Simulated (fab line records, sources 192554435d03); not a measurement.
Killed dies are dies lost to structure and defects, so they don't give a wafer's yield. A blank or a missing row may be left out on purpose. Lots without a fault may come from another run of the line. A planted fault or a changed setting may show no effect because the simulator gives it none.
Chamber matching | flow n5_finfet | N5_BEOL_M8_CMP_52 on cmp-04: 4 sister chambers
The step polishes, stops on SiCOH lowk, t overpolish 6.9 s, target thk 80 nm. 22 wafers are shown with their chamber, then 11 later ones without.

WAFERS WITH THEIR CHAMBER
wafer  | chamber | motor_current_A (A) | time_to_endpoint_s (s) | slurry_filter_dp_kPa (kPa)
L076.1 | 1       | 4.8                 | 67                     | 13.46
L076.3 | 2       | 5.6                 | 67                     | 13.36
L076.5 | 0       | 6.3                 | 67                     | 13.36
L077.2 | 3       | 6.7                 | 65                     | 13.74
L077.5 | 2       | 5.3                 | 65                     | 13.33
L077.6 | 3       | 6.9                 | 62                     | 13.56
L079.2 | 1       | 4.9                 | 65                     | 13.55
L079.5 | 0       | 6.2                 | 67                     | 13.45
L079.6 | 3       | 6.5                 | 63                     | 13.58
L083.2 | 1       | 5.1                 | 64                     | 13.41
L083.5 | 0       | 5.8                 | 66                     | 13.32
L083.6 | 3       | 6.5                 | 64                     | 13.53
L084.2 | 3       | 6.9                 | 64                     | 13.42
L084.3 | 2       | 5.7                 | 67                     | 13.54
L084.4 | 1       | 4.8                 | 63                     | 13.67
L084.1 | 0       | 6.0                 | 65                     | 13.46
L084.5 | 1       | 5.4                 | 62                     | 13.35
L084.6 | 2       | 5.8                 | 65                     | 13.55
L089.1 | 0       | 6.3                 | 63                     | 13.59
L089.2 | 3       | 6.6                 | 62                     | 13.46
L089.5 | 0       | 6.4                 | 62                     | 13.30
L090.1 | 2       | 5.7                 | 66                     | 13.23

SIGNATURES (means of the wafers above)
reading              | chamber 0 | chamber 1 | chamber 2 | chamber 3 | scatter within a chamber
motor_current_A      | 6.167     | 5.000     | 5.620     | 6.683     | 0.215
time_to_endpoint_s   | 65.00     | 64.20     | 66.00     | 63.33     | 1.64
slurry_filter_dp_kPa | 13.4133   | 13.4880   | 13.4020   | 13.5483   | 0.121
Rule: a wafer's distance from a chamber is the root of the sum, over the readings, of the square of ((its reading less the chamber's mean) divided by the reading's scatter). The wafer belongs to the nearest chamber; if the next one is less than 2 further off, it can't be placed. The scatter: the root of (the sum of the squares of (reading less its chamber's mean) over the shown wafers, divided by (wafers less chambers)).

WAFERS WITHOUT THEIR CHAMBER
wafer  | motor_current_A (A) | time_to_endpoint_s (s) | slurry_filter_dp_kPa (kPa)
L090.3 | 6.6                 | 63                     | 13.36
L090.4 | 5.2                 | 65                     | 13.89
L092.1 | 6.3                 | 64                     | 13.33
L092.2 | 4.8                 | 64                     | 13.55
L092.3 | 5.2                 | 62                     | 13.29
L092.4 | 6.6                 | 62                     | 13.52
L092.5 | 4.7                 | 63                     | 13.37
L092.6 | 6.1                 | 65                     | 13.30
L094.2 | 5.6                 | 63                     | 13.34
L094.4 | 6.5                 | 66                     | 13.33
L094.5 | 6.1                 | 65                     | 13.62

WHICH CHAMBER EACH WENT THROUGH
wafer  | from the rows above          | in truth
L090.3 | can't be placed: 3 or 0      | 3
L090.4 | can't be placed: 1 or 2      | 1
L092.1 | can't be placed: 0 or 3      | 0
L092.2 | 1                            | 1
L092.3 | can't be placed: 1 or 2      | 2
L092.4 | can't be placed: 3 or 0      | 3
L092.5 | 1                            | 1
L092.6 | can't be placed: 0 or 2      | 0
L094.2 | can't be placed: 2 or 0 or 1 | 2
L094.4 | can't be placed: 0 or 3      | 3
L094.5 | can't be placed: 0 or 2 or 3 | 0
Placed correctly: 2 of 11. Can't be placed from these rows: 9 (the true chamber is among the candidates in 9). Placed wrongly: 0.
